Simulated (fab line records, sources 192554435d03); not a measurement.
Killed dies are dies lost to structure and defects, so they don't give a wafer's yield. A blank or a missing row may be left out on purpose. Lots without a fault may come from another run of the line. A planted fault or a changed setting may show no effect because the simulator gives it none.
Which tool did it? | flow n5_finfet | 12 lots, 36 wafers sampled, at 1 step of a route of 1938

WHAT THE GAUGES READ, wafer by wafer
N5_BEOL_M0_SAQP_THK_MEAS_05.
lot  | measured     | on            | thk_nm (nm)
L075 | day 5 19:41  | film_metro-02 | 58.6 59.3 59.9
L077 | day 6 03:00  | film_metro-02 | 60.0 60.8 61.7
L079 | day 6 17:19  | film_metro-01 | 59.7 58.7 59.9
L081 | day 7 05:36  | film_metro-02 | 59.4 60.9 61.2
L083 | day 7 17:14  | film_metro-01 | 59.3 61.7 60.5
L085 | day 8 06:46  | film_metro-01 | 59.5 60.1 61.2
L087 | day 8 19:38  | film_metro-01 | 59.9 60.7 60.7
L089 | day 9 13:32  | film_metro-02 | 60.7 60.9 61.5
L091 | day 10 08:46 | film_metro-02 | 59.5 59.2 60.2
L093 | day 10 16:12 | film_metro-02 | 59.6 61.2 60.5
L095 | day 10 23:53 | film_metro-02 | 61.2 60.5 60.3
L097 | day 11 11:12 | film_metro-01 | 58.5 58.5 59.3

WHICH TOOL RAN EACH LOT (tool, then ch and the chambers of the sampled wafers, then the start)
The record holds no process step before these readings.

THE ANSWER, worked out from the rows above alone
Rule: what is usual is taken from the lots themselves. Put in order of their means at a reading, lots are off if they are a third of the lots or fewer, leave a main group of 4 or more, and stand apart from it by a gap of 3 or more times the standard deviation of the main group's means; of several such gaps the widest counts. A main group whose means are all the same, to the digits that the tables above print for the reading, isn't used. A lot without any number at a reading at which 4 lots or more have one is off too. The other lots that the step has rows for count as sound.
No lot is off at any reading shown: from this, nothing can be told.

WHAT THE SIMULATOR HAD PUT IN
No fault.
